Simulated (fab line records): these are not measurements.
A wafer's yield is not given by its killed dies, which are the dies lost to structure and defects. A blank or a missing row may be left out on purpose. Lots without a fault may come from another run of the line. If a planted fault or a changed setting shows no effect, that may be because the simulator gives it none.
fab line records | flow n5Finfet
[record] lots = 7 | wafers = 39
route steps=1938 shown BEOL_M0_SAQP@676 BEOL_M0_CUTY@711 BEOL_M0@715 BEOL_M1@800 BEOL_M5@1174
startH: hours from the record's opening day to when the first of the lot's shown wafers began | waitH: hours from the lot's prior step to this one | " repeats the value in the row above | L1.1+2: a single row standing in for several wafers | - no value, or no start was given | * or withheld: withheld | < > ~ a bound
route shown NAME@n: NAME is a module with steps in the file, n the number in the route of the first one | usual: mean/standard deviation taken from wafers without a fault | same: alike in all rows | chamber/n: place in a boat | sites: per-site readings | _std_site: standard deviation across them | _edge_site: the outer-site mean with the inner-site mean subtracted | radiusMm: how far each site lies from the wafer's centre | mask NAME#n: copy n | behind: the last tool/chamber to shape the wafer | hold: reason for holding the lot/hours on hold/outcome of the hold | device: the n, p or np transistor that did not switch | end of line: the tests these same wafers got at the end of their route | a step given without rows: its recipe and nothing more | killed: not the wafer's yield, but the dies lost to structure and defects at the first sort | map: the dies of a wafer, with x for killed, . for not killed, _ for no die there
set.NAME: setting as actually run; set.NAME@STEP: the setting as run at that earlier step | model.NAME: the simulator's own value behind a step, which no gauge read
lots whose settings were changed on purpose; a table a step, a row a wafer
[[steps]]
[step N5_BEOL_M0_SAQP_SPACER2_ALD_26]
[recipe] material = SiO2 | targetThkA = 150 | tempC = 300 | aldPrecursorFamily = BDEAS | aldCoReactant = O2-plasma | pulseTimeS = 1 | purgeTimeS = 2 | coReactantPurgeTimeS = 2 | pressureTorr = 2
lot.wafer    | tool      | chamber | startH | waitH | set.targetThkA | model.SiO2_of_BEOL_M0_SAQP_SPACER2_ALD_26.thkNm
L079.1+5+6   | aldSin-02 | 0,1,0   | 144.94 | 0.6   | 150            | 15
L081.1+5+6   | aldSin-01 | 2,3,2   | 157.37 | 0.1   | 150            | 15
L081.2+3     | "         | 0,1     | "      | "     | 69.28          | 7
L081.4       | "         | 3       | "      | "     | 69.28          | 6.8
L082.1+2+3+4 | aldSin-01 | 2,1,3,0 | 162.16 | 0.1   | 150            | 15
L082.5+6     | "         | 0,3     | "      | "     | 150            | 14.8
L084.1+2+5   | aldSin-02 | 0,2,3   | 179.03 | 0.1   | 106.3          | 10.6
L084.3+4+6   | "         | 1,3,0   | "      | "     | 150            | 15
L087.1+6     | aldSin-02 | 3,1     | 197.13 | 0.1   | 225.2          | 22.4
L087.2+3+5   | "         | 2,1,0   | "      | "     | 150            | 15
L087.4       | "         | 0       | "      | "     | 225.2          | 22.6
L091.1+3+6   | aldSin-02 | 3,0,3   | 221.60 | 0.1   | 150            | 15
L091.2+4     | "         | 2,1     | "      | "     | 198.9          | 19.8
L091.5       | "         | 2       | "      | "     | 198.9          | 20
L096.1+3     | aldSin-04 | 2,1     | 240.32 | 0.4   | 87.48          | 8.8
L096.2+6     | "         | 3,2     | "      | "     | 150            | 15
L096.4       | "         | 1       | "      | "     | 87.48          | 8.6
L096.5       | "         | 3       | "      | "     | 150            | 15.2
[step N5_BEOL_M0_SAQP_SPACER2_ETCHBACK_27]
[recipe] chemistry = CHF3/O2 | mode = anisotropicEtchback | target = SiO2 | targetDepthA = 225 | timeS = 11.25 | pressureMtorr = 30 | sourceW = 650 | biasW = 170 | Ar_flow_sccm = 200 | CHF3_flow_sccm = 50 | O2_flow_sccm = 5 | ionEnergyEv = 200
[step N5_BEOL_M0_SAQP_MANDREL2_REMOVE_110]
[recipe] chemistry = HBr/Cl2/O2 | btTimeS = 10 | target = a-Si | stopOn = SiCN | endpoint = OES-SiCl | overEtchFrac = 1 | icpW = 600 | biasW = 30 | HBr_flow_sccm = 150 | Cl2_flow_sccm = 80 | O2_flow_sccm = 5 | pressureMtorr = 10
lot.wafer      | tool     | chamber   | startH | waitH | set.targetThkA@BEOL_M0_SAQP_SPACER2_ALD_26 | model.BEOL_M0_SAQP.cdNm
L079.1+5+6     | rieSi-04 | 1,1,0     | 145.59 | 0.1   | 150                                        | 15
L081.1+6       | rieSi-02 | 2,1       | 158.01 | 0.1   | 150                                        | 15
L081.2+3+4     | "        | 1,0,3     | "      | "     | 69.28                                      | 6.8
L081.5         | "        | 0         | "      | "     | 150                                        | 14.8
L082.1+2+4+5+6 | rieSi-02 | 3,0,1,3,2 | 162.80 | 0.1   | 150                                        | 14.8
L082.3         | "        | 2         | "      | "     | 150                                        | 15
L084.1+2       | rieSi-04 | 1,2       | 180.03 | 0.1   | 106.3                                      | 10.6
L084.3+4+6     | "        | 0,3,1     | "      | "     | 150                                        | 15
L084.5         | "        | 0         | "      | "     | 106.3                                      | 10.4
L087.1+4+6     | rieSi-05 | 0,1,2     | 197.76 | 0.1   | 225.2                                      | 22.4
L087.2         | "        | 3         | "      | "     | 150                                        | 15
L087.3+5       | "        | 2,1       | "      | "     | 150                                        | 14.8
L091.1+6       | rieSi-04 | 1         | 222.40 | 0.1   | 150                                        | 15
L091.2+4+5     | "        | 0,3,2     | "      | "     | 198.9                                      | 19.8
L091.3         | "        | 2         | "      | "     | 150                                        | 14.8
L096.1+3       | rieSi-04 | 1,2       | 240.95 | 0.1   | 87.48                                      | 8.8
L096.2+5       | "        | 3         | "      | "     | 150                                        | 15.2
L096.4         | "        | 0         | "      | "     | 87.48                                      | 8.6
L096.6         | "        | 2         | "      | "     | 150                                        | 15
[step N5_BEOL_M0_SAQP_CD_MEAS_29]
[recipe] targetCdNm = 14.4 | landingEnergyEv = 1000 | detector = seInlens
[usual] cdNm = 14.99/0.21
lot.wafer | tool     | chamber | startH | waitH | set.targetThkA@BEOL_M0_SAQP_SPACER2_ALD_26 | cdNm
L079.1    | cdSem-03 | 0       | 145.70 | 0.1   | 150                                        | 14.92
L079.5    | "        | 0       | "      | "     | 150                                        | 15.18
L079.6    | "        | 0       | "      | "     | 150                                        | 14.90
L081.1    | cdSem-03 | 0       | 158.12 | 0.1   | 150                                        | 14.90
L081.2    | "        | 0       | "      | "     | 69.28                                      | 6.70
L081.3    | "        | 0       | "      | "     | 69.28                                      | 6.50
L081.4    | "        | 0       | "      | "     | 69.28                                      | 7.04
L081.5    | "        | 0       | "      | "     | 150                                        | 15.02
L081.6    | "        | 0       | "      | "     | 150                                        | 14.50
L082.1    | cdSem-03 | 0       | 162.91 | 0.1   | 150                                        | 14.80
L082.2    | "        | 0       | "      | "     | 150                                        | 14.90
L082.3    | "        | 0       | "      | "     | 150                                        | 14.77
L082.4    | "        | 0       | "      | "     | 150                                        | 14.88
L082.5    | "        | 0       | "      | "     | 150                                        | 14.99
L082.6    | "        | 0       | "      | "     | 150                                        | 14.59
L084.1    | cdSem-03 | 0       | 180.14 | 0.1   | 106.3                                      | 10.88
L084.2    | "        | 0       | "      | "     | 106.3                                      | 10.43
L084.3    | "        | 0       | "      | "     | 150                                        | 14.65
L084.4    | "        | 0       | "      | "     | 150                                        | 15.44
L084.5    | "        | 0       | "      | "     | 106.3                                      | 10.47
L084.6    | "        | 0       | "      | "     | 150                                        | 14.98
L087.1    | cdSem-01 | 0       | 197.87 | 0.1   | 225.2                                      | 22.13
L087.2    | "        | 0       | "      | "     | 150                                        | 15.03
L087.3    | "        | 0       | "      | "     | 150                                        | 14.51
L087.4    | "        | 0       | "      | "     | 225.2                                      | 22.43
L087.5    | "        | 0       | "      | "     | 150                                        | 14.91
L087.6    | "        | 0       | "      | "     | 225.2                                      | 22.24
L091.1    | cdSem-01 | 0       | 222.51 | 0.1   | 150                                        | 14.99
L091.2    | "        | 0       | "      | "     | 198.9                                      | 19.60
L091.3    | "        | 0       | "      | "     | 150                                        | 14.96
L091.4    | "        | 0       | "      | "     | 198.9                                      | 20.12
L091.5    | "        | 0       | "      | "     | 198.9                                      | 19.68
L091.6    | "        | 0       | "      | "     | 150                                        | 15.21
L096.1    | cdSem-03 | 0       | 241.06 | 0.1   | 87.48                                      | 8.61
L096.2    | "        | 0       | "      | "     | 150                                        | 15.04
L096.3    | "        | 0       | "      | "     | 87.48                                      | 8.77
L096.4    | "        | 0       | "      | "     | 87.48                                      | 8.70
L096.5    | "        | 0       | "      | "     | 150                                        | 15.26
L096.6    | "        | 0       | "      | "     | 150                                        | 15.30
[step N5_BEOL_M0_SAQP_COAT_69]
[recipe] resist = SOC | tempC = 250 | timeS = 60 | spinRpm = 1500 | resistThkNm = 90
[step N5_BEOL_M0_SAQP_COAT_72]
[recipe] resist = SiARC | tempC = 220 | timeS = 60 | spinRpm = 1500 | resistThkNm = 15
[step N5_BEOL_M0_CUTY_DESCUM_61]
[recipe] chemistry = O2 | timeS = 7.9 | sourcePowerW = 50 | biasPowerW = 20 | pressureMtorr = 20 | rfFrequencyHz = 2.712e+07 | tempC = 40 | resist = CAR-ArF-block | o2FlowSccm = 225
[step N5_BEOL_M0_CUTY_ETCH_62]
[recipe] chemistry = CF4 | target = SiARC | maskMaterial = CAR-ArF-block | timeS = 58.5 | ionEnergyEv = 80 | pressureMtorr = 40 | sourceW = 545 | biasW = 36 | Ar_flow_sccm = 100 | cf4FlowSccm = 100 | ends = cleared
[step N5_BEOL_M0_CUTY_ETCH_63]
[recipe] chemistry = N2/H2 | target = SOC | targetDepthA = 827 | overetchA = 165 | maskMaterial = SiARC | tempC = 40 | ionEnergyEv = 200 | timeS = 124 | pressureMtorr = 30 | sourceW = 840 | biasW = 150 | n2FlowSccm = 200 | h2FlowSccm = 200
lot.wafer    | tool       | chamber | startH | waitH | set.targetThkA@BEOL_M0_SAQP_SPACER2_ALD_26 | model.SiO2_of_BEOL_M0_SAQP_SPACER2_ALD_26.thkNm
L079.1+5+6   | rieDiel-03 | 1,2,3   | 147.92 | 0.0   | 150                                        | 7.2
L081.1+5     | rieDiel-01 | 2       | 160.12 | 0.0   | 150                                        | 7.2
L081.2+3+4   | "          | 0,1,3   | "      | "     | 69.28                                      | 1.4
L081.6       | "          | 1       | "      | "     | 150                                        | 7
L082.1       | rieDiel-06 | 0       | 171.03 | 0.0   | 150                                        | 7.2
L082.2+3+4+6 | "          | 1,3,1,0 | "      | "     | 150                                        | 7
L082.5       | "          | 3       | "      | "     | 150                                        | 6.8
L084.1+2+5   | rieDiel-06 | 0,1,1   | 182.07 | 0.0   | 106.3                                      | 2.8
L084.3+4     | "          | 3,0     | "      | "     | 150                                        | 7.2
L084.6       | "          | 3       | "      | "     | 150                                        | 7
L087.1+4     | rieDiel-01 | 2,3     | 199.88 | 0.0   | 225.2                                      | 14.6
L087.2+3     | "          | 1,0     | "      | "     | 150                                        | 7.2
L087.5       | "          | 1       | "      | "     | 150                                        | 7
L087.6       | "          | 2       | "      | "     | 225.2                                      | 14.8
L091.1+6     | rieDiel-06 | 0       | 225.37 | 0.0   | 150                                        | 7.2
L091.2+5     | "          | 3       | "      | "     | 198.9                                      | 12
L091.3       | "          | 2       | "      | "     | 150                                        | 7
L091.4       | "          | 1       | "      | "     | 198.9                                      | 11.8
L096.1+3+4   | rieDiel-01 | 0,2,3   | 243.72 | 0.0   | 87.48                                      | 2
L096.2+5+6   | "          | 1,3,2   | "      | "     | 150                                        | 7.2
[step N5_BEOL_M0_CUTY_STRIP_64]
[recipe] chemistry = N2/H2 | tempC = 40 | n2FlowSccm = 200 | h2FlowSccm = 200 | rfFrequencyHz = 6e+07
[step N5_BEOL_M0_ETCH_138]
[recipe] chemistry = CH3F/O2 | targetDepthA = 120 | target = SiCN | timeS = 31.6 | ionEnergyEv = 120 | pressureMtorr = 30 | sourceW = 395 | biasW = 75 | Ar_flow_sccm = 150 | CH3F_flow_sccm = 30 | O2_flow_sccm = 20 | ends = cleared
lot.wafer  | tool       | chamber | startH | waitH | set.targetThkA@BEOL_M0_SAQP_SPACER2_ALD_26 | model.SiO2_of_BEOL_M0_SAQP_SPACER2_ALD_26.thkNm
L079.1+5+6 | rieDiel-03 | 1,2,3   | 148.04 | 0.0   | 150                                        | 5.2
L081.1     | rieDiel-01 | 2       | 160.25 | 0.0   | 150                                        | 5.2
L081.2+3+4 | "          | 0,1,3   | "      | "     | 69.28                                      | 0.8
L081.5+6   | "          | 2,1     | "      | "     | 150                                        | 5
L082.1+2   | rieDiel-06 | 0,1     | 171.16 | 0.0   | 150                                        | 5.2
L082.3+4+6 | "          | 3,1,0   | "      | "     | 150                                        | 5
L082.5     | "          | 3       | "      | "     | 150                                        | 4.8
L084.1+2+5 | rieDiel-06 | 0,1,1   | 182.19 | 0.0   | 106.3                                      | 1.4
L084.3+4   | "          | 3,0     | "      | "     | 150                                        | 5.2
L084.6     | "          | 3       | "      | "     | 150                                        | 5
L087.1     | rieDiel-01 | 2       | 200.00 | 0.0   | 225.2                                      | 12.8
L087.2+3   | "          | 1,0     | "      | "     | 150                                        | 5.2
L087.4+6   | "          | 3,2     | "      | "     | 225.2                                      | 12.6
L087.5     | "          | 1       | "      | "     | 150                                        | 5
L091.1     | rieDiel-06 | 0       | 225.49 | 0.0   | 150                                        | 5.2
L091.2+4+5 | "          | 3,1,3   | "      | "     | 198.9                                      | 10
L091.3+6   | "          | 2,0     | "      | "     | 150                                        | 5
L096.1+3+4 | rieDiel-01 | 0,2,3   | 243.85 | 0.0   | 87.48                                      | 1
L096.2+5+6 | "          | 1,3,2   | "      | "     | 150                                        | 5.2
[step N5_BEOL_M0_HM_OPEN_105]
[recipe] chemistry = Cl2/BCl3 | targetDepthA = 120 | target = TiN | ionEnergyEv = 150 | pressureMtorr = 10 | icpW = 1000 | biasW = 126 | Cl2_flow_sccm = 53.25 | bcl3FlowSccm = 21.75 | Ar_flow_sccm = 25
lot.wafer  | tool        | chamber | startH | waitH | set.targetThkA@BEOL_M0_SAQP_SPACER2_ALD_26 | model.SiO2_of_BEOL_M0_SAQP_SPACER2_ALD_26.thkNm
L079.1+6   | rieMetal-02 | 0       | 149.01 | 0.9   | 150                                        | 2.8
L079.5     | "           | 1       | "      | "     | 150                                        | 2.6
L081.1     | rieMetal-01 | 1       | 161.09 | 0.8   | 150                                        | 2.8
L081.2+3+4 | "           | 0,1,0   | "      | "     | 69.28                                      | 0.4
L081.5+6   | "           | 0,1     | "      | "     | 150                                        | 2.6
L082.1     | rieMetal-03 | 1       | 172.74 | 1.5   | 150                                        | 2.8
L082.2+4+6 | "           | 0,1,1   | "      | "     | 150                                        | 2.6
L082.3+5   | "           | 0       | "      | "     | 150                                        | 2.4
L084.1+2+5 | rieMetal-02 | 1,0,1   | 182.63 | 0.4   | 106.3                                      | 0.6
L084.3     | "           | 0       | "      | "     | 150                                        | 2.8
L084.4+6   | "           | 1,0     | "      | "     | 150                                        | 2.6
L087.1+4+6 | rieMetal-01 | 0,1,1   | 203.72 | 3.7   | 225.2                                      | 10.2
L087.2+3   | "           | 1,0     | "      | "     | 150                                        | 2.8
L087.5     | "           | 0       | "      | "     | 150                                        | 2.6
L091.1     | rieMetal-03 | 1       | 229.47 | 3.9   | 150                                        | 2.8
L091.2+4   | "           | 0       | "      | "     | 198.9                                      | 7.4
L091.3+6   | "           | 1,0     | "      | "     | 150                                        | 2.6
L091.5     | "           | 1       | "      | "     | 198.9                                      | 7.6
L096.1+3+4 | rieMetal-02 | 1,1,0   | 245.46 | 1.6   | 87.48                                      | 0.4
L096.2     | "           | 0       | "      | "     | 150                                        | 2.6
L096.5+6   | "           | 1,0     | "      | "     | 150                                        | 2.8
[step N5_BEOL_M1_TRENCH_ETCH_37]
[recipe] chemistry = C4F6/O2 | targetDepthA = 552.07 | target = SiOC | timeS = 29 | ionEnergyEv = 250 | pressureMtorr = 30 | sourceW = 355 | biasW = 185 | Ar_flow_sccm = 300 | C4F6_flow_sccm = 10 | O2_flow_sccm = 10
lot.wafer | tool       | chamber | startH | waitH | set.targetDepthA | model.BEOL_M1.featureDepthNm | model.etch.depthNm | model.TiN_of_BEOL_M1_HM_DEP_02.thkNm
L079.1    | rieDiel-02 | 3       | -      | -     | 552.07           | 56.8                         | 56.82              | 17.6
L079.5    | "          | 2       | "      | "     | 552.07           | 54.2                         | 54.27              | 17.8
L079.6    | "          | 1       | "      | "     | 552.07           | 55.4                         | 55.38              | 17.6
L081.1    | rieDiel-04 | 0       | -      | -     | 811.6            | 82.8                         | 82.79              | 16.6
L081.2    | "          | 3       | "      | "     | 552.07           | 55.8                         | 55.89              | 17.6
L081.3    | "          | 2       | "      | "     | 552.07           | 55.6                         | 55.63              | 17.6
L081.4    | "          | 1       | "      | "     | 811.6            | 80                           | 79.96              | 16.4
L081.5    | "          | 2       | "      | "     | 811.6            | 82.4                         | 82.34              | 16.6
L081.6    | "          | 1       | "      | "     | 552.07           | 54                           | 54.06              | 17.8
L082.1    | rieDiel-02 | 3       | -      | -     | 734.8            | 76.2                         | 76.15              | 16.6
L082.2    | "          | 0       | "      | "     | 552.07           | 55.6                         | 55.7               | 17.8
L082.3    | "          | 1       | "      | "     | 734.8            | 75.8                         | 75.9               | 16.8
L082.4    | "          | 2       | "      | "     | 734.8            | 74.2                         | 74.12              | 16.6
L082.5    | "          | 1       | "      | "     | 552.07           | 57.4                         | 57.38              | 17.4
L082.6    | "          | 0       | "      | "     | 552.07           | 55.8                         | 55.77              | 17.8
L084.1    | rieDiel-02 | 2       | -      | -     | 396.8            | 39.8                         | 39.73              | 18.6
L084.2    | "          | 3       | "      | "     | 552.07           | 57.2                         | 57.11              | 17.8
L084.3    | "          | 0       | "      | "     | 552.07           | 55                           | 55.04              | 17.8
L084.4    | "          | 1       | "      | "     | 552.07           | 56.6                         | 56.55              | 17.6
L084.5    | "          | 0       | "      | "     | 396.8            | 39.4                         | 39.33              | 18.2
L084.6    | "          | 1       | "      | "     | 396.8            | 41                           | 40.95              | 18.6
L087.1    | rieDiel-04 | 0       | -      | -     | 552.07           | 56.6                         | 56.69              | 17.2
L087.2    | "          | 3       | "      | "     | 346.5            | 35                           | 35.09              | 18.4
L087.3    | "          | 1       | "      | "     | 346.5            | 34.2                         | 34.13              | 18.2
L087.4    | "          | 2       | "      | "     | 346.5            | 35.4                         | 35.31              | 18
L087.5    | "          | 2       | "      | "     | 552.07           | 56.2                         | 56.12              | 17.4
L087.6    | "          | 3       | "      | "     | 552.07           | 55.8                         | 55.72              | 17.4
L091.1    | rieDiel-04 | 2       | -      | -     | 829              | 84.2                         | 84.24              | 16.2
L091.2    | "          | 3       | "      | "     | 552.07           | 55.2                         | 55.28              | 17.6
L091.3    | "          | 0       | "      | "     | 552.07           | 56.2                         | 56.28              | 17.8
L091.4    | "          | 1       | "      | "     | 829              | 81.4                         | 81.44              | 16.4
L091.5    | "          | 1       | "      | "     | 829              | 81.2                         | 81.16              | 16.6
L091.6    | "          | 0       | "      | "     | 552.07           | 56.6                         | 56.57              | 17.4
L096.1    | rieDiel-02 | 1       | -      | -     | 300.3            | 31                           | 31.08              | 18.6
L096.2    | "          | 0       | "      | "     | 300.3            | 30                           | 29.99              | 18.8
L096.3    | "          | 2       | "      | "     | 552.07           | 55.6                         | 55.58              | 17.6
L096.4    | "          | 0       | "      | "     | 300.3            | 29.8                         | 29.81              | 18.6
L096.5    | "          | 1       | "      | "     | 552.07           | 56.8                         | 56.81              | 17.4
L096.6    | "          | 2       | "      | "     | 552.07           | 55.6                         | 55.64              | 17.6
[step N5_BEOL_M1_ETCH_41]
[recipe] chemistry = CH3F/O2 | target = SiCN | targetDepthA = 319 | taperDeg = 2 | timeS = 57.8 | ionEnergyEv = 120 | maskMaterial = TiN | pressureMtorr = 30 | sourceW = 395 | biasW = 75 | Ar_flow_sccm = 150 | CH3F_flow_sccm = 30 | O2_flow_sccm = 20
[step N5_BEOL_M1_STRIP_97]
[recipe] chemistry = N2/H2 | timeS = 10 | powerW = 450 | tempC = 40 | pressureMtorr = 20 | rfFrequencyHz = 6e+07 | biasPowerW = 7 | n2FlowSccm = 200 | h2FlowSccm = 200
[step N5_BEOL_M1_OCD_MEAS_38]
[usual] trenchDepthNm = 55.5/1.1
lot.wafer | tool   | chamber | startH | waitH | set.targetDepthA@BEOL_M1_TRENCH_ETCH_37 | trenchDepthNm
L079.1    | ocd-02 | -       | 161.75 | -     | 552.07                                  | 56.6
L079.5    | "      | -       | "      | "     | 552.07                                  | 53.8
L079.6    | "      | -       | "      | "     | 552.07                                  | 55.0
L081.1    | ocd-01 | -       | 175.80 | -     | 811.6                                   | 82.8
L081.2    | "      | -       | "      | "     | 552.07                                  | 55.7
L081.3    | "      | -       | "      | "     | 552.07                                  | 55.4
L081.4    | "      | -       | "      | "     | 811.6                                   | 79.8
L081.5    | "      | -       | "      | "     | 811.6                                   | 82.9
L081.6    | "      | -       | "      | "     | 552.07                                  | 54.4
L082.1    | ocd-01 | -       | 193.71 | -     | 734.8                                   | 76.5
L082.2    | "      | -       | "      | "     | 552.07                                  | 55.9
L082.3    | "      | -       | "      | "     | 734.8                                   | 75.9
L082.4    | "      | -       | "      | "     | 734.8                                   | 74.1
L082.5    | "      | -       | "      | "     | 552.07                                  | 57.5
L082.6    | "      | -       | "      | "     | 552.07                                  | 55.4
L084.1    | ocd-01 | -       | 199.22 | -     | 396.8                                   | 39.1
L084.2    | "      | -       | "      | "     | 552.07                                  | 57.2
L084.3    | "      | -       | "      | "     | 552.07                                  | 54.7
L084.4    | "      | -       | "      | "     | 552.07                                  | 56.5
L084.5    | "      | -       | "      | "     | 396.8                                   | 39.5
L084.6    | "      | -       | "      | "     | 396.8                                   | 40.9
L087.1    | ocd-02 | -       | 230.76 | -     | 552.07                                  | 56.8
L087.2    | "      | -       | "      | "     | 346.5                                   | 35.2
L087.3    | "      | -       | "      | "     | 346.5                                   | 34.3
L087.4    | "      | -       | "      | "     | 346.5                                   | 35.0
L087.5    | "      | -       | "      | "     | 552.07                                  | 56.3
L087.6    | "      | -       | "      | "     | 552.07                                  | 55.9
L091.1    | ocd-01 | -       | 242.56 | -     | 829                                     | 84.9
L091.2    | "      | -       | "      | "     | 552.07                                  | 54.9
L091.3    | "      | -       | "      | "     | 552.07                                  | 56.6
L091.4    | "      | -       | "      | "     | 829                                     | 81.6
L091.5    | "      | -       | "      | "     | 829                                     | 81.0
L091.6    | "      | -       | "      | "     | 552.07                                  | 56.4
L096.1    | ocd-02 | -       | 255.65 | -     | 300.3                                   | 30.8
L096.2    | "      | -       | "      | "     | 300.3                                   | 29.8
L096.3    | "      | -       | "      | "     | 552.07                                  | 56.2
L096.4    | "      | -       | "      | "     | 300.3                                   | 30.1
L096.5    | "      | -       | "      | "     | 552.07                                  | 57.1
L096.6    | "      | -       | "      | "     | 552.07                                  | 55.8
[step N5_BEOL_M5_CVD_47]
[recipe] material = Co | targetThkA = 30 | tempC = withheld | precursor = CCTBA/H2 | pressureTorr = 30 | timeS = 216
lot.wafer  | tool     | chamber | startH | waitH | set.targetThkA | model.Co_of_BEOL_M5_CVD_47.thkNm
L079.1+6   | cvdCo-01 | 0       | 225.52 | 0.0   | 30             | 2.8
L079.5     | "        | 1       | "      | "     | 30             | 3
L081.1+2+3 | cvdCo-02 | 0,2,1   | 251.23 | 0.0   | 30             | 3
L081.4+5   | "        | 0,2     | "      | "     | 19             | 1.8
L081.6     | "        | 1       | "      | "     | 19             | 2
L084.1+3+6 | cvdCo-01 | 1,2,1   | 257.76 | 0.3   | 30             | 2.8
L084.2+4   | "        | 0       | "      | "     | 17.75          | 1.4
L084.5     | "        | 2       | "      | "     | 17.75          | 1.6
L082.1+5+6 | cvdCo-02 | 2,1,2   | 263.18 | 0.0   | 30             | 2.8
L082.2+4   | "        | 0       | "      | "     | 40.33          | 3.8
L082.3     | "        | 1       | "      | "     | 40.33          | 4
L087.1+2+6 | cvdCo-01 | 0,2,0   | 285.05 | 0.0   | 30             | 2.8
L087.3+4+5 | "        | 1,2,1   | "      | "     | 30             | 3
L091.1+4   | cvdCo-02 | 2,1     | 299.49 | 0.0   | 30             | 3
L091.2+5   | "        | 1,2     | "      | "     | 21.7           | 2
L091.3     | "        | 0       | "      | "     | 30             | 2.8
L091.6     | "        | 0       | "      | "     | 21.7           | 2.2
L096.1     | cvdCo-02 | 0       | 338.45 | 0.2   | 30             | 3.2
L096.2+4+6 | "        | 2,0,2   | "      | "     | 40.45          | 4
L096.3+5   | "        | 1       | "      | "     | 30             | 3
[[key]]
[split] step = N5_BEOL_M0_SAQP_SPACER2_ALD_26 | setting = targetThkA | stated = 150 | by = wafer
[response] step = N5_BEOL_M0_SAQP_SPACER2_ALD_26 | reading = model.SiO2_of_BEOL_M0_SAQP_SPACER2_ALD_26.thkNm | change = +0.15 | per = 1% | r = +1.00
[response] step = N5_BEOL_M0_SAQP_MANDREL2_REMOVE_110 | reading = model.BEOL_M0_SAQP.cdNm | change = +0.151 | per = 1% | r = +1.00
[response] step = N5_BEOL_M0_SAQP_CD_MEAS_29 | reading = cdNm | change = +0.15 | per = 1% | r = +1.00
[response] step = N5_BEOL_M0_CUTY_ETCH_63 | reading = model.SiO2_of_BEOL_M0_SAQP_SPACER2_ALD_26.thkNm | change = +0.131 | per = 1% | r = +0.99
[response] step = N5_BEOL_M0_ETCH_138 | reading = model.SiO2_of_BEOL_M0_SAQP_SPACER2_ALD_26.thkNm | change = +0.116 | per = 1% | r = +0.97
[response] step = N5_BEOL_M0_HM_OPEN_105 | reading = model.SiO2_of_BEOL_M0_SAQP_SPACER2_ALD_26.thkNm | change = +0.0895 | per = 1% | r = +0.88
[split] step = N5_BEOL_M1_TRENCH_ETCH_37 | setting = targetDepthA | stated = 552.07 | by = wafer
[response] step = N5_BEOL_M1_TRENCH_ETCH_37 | reading = model.BEOL_M1.featureDepthNm | change = +0.558 | per = 1% | r = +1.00
[response] step = N5_BEOL_M1_TRENCH_ETCH_37 | reading = model.etch.depthNm | change = +0.557 | per = 1% | r = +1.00
[response] step = N5_BEOL_M1_TRENCH_ETCH_37 | reading = model.TiN_of_BEOL_M1_HM_DEP_02.thkNm | change = -0.0249 | per = 1% | r = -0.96
[response] step = N5_BEOL_M1_OCD_MEAS_38 | reading = trenchDepthNm | change = +0.563 | per = 1% | r = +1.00
[split] step = N5_BEOL_M5_CVD_47 | setting = targetThkA | stated = 30 | by = wafer
[response] step = N5_BEOL_M5_CVD_47 | reading = model.Co_of_BEOL_M5_CVD_47.thkNm | change = +0.0306 | per = 1% | r = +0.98
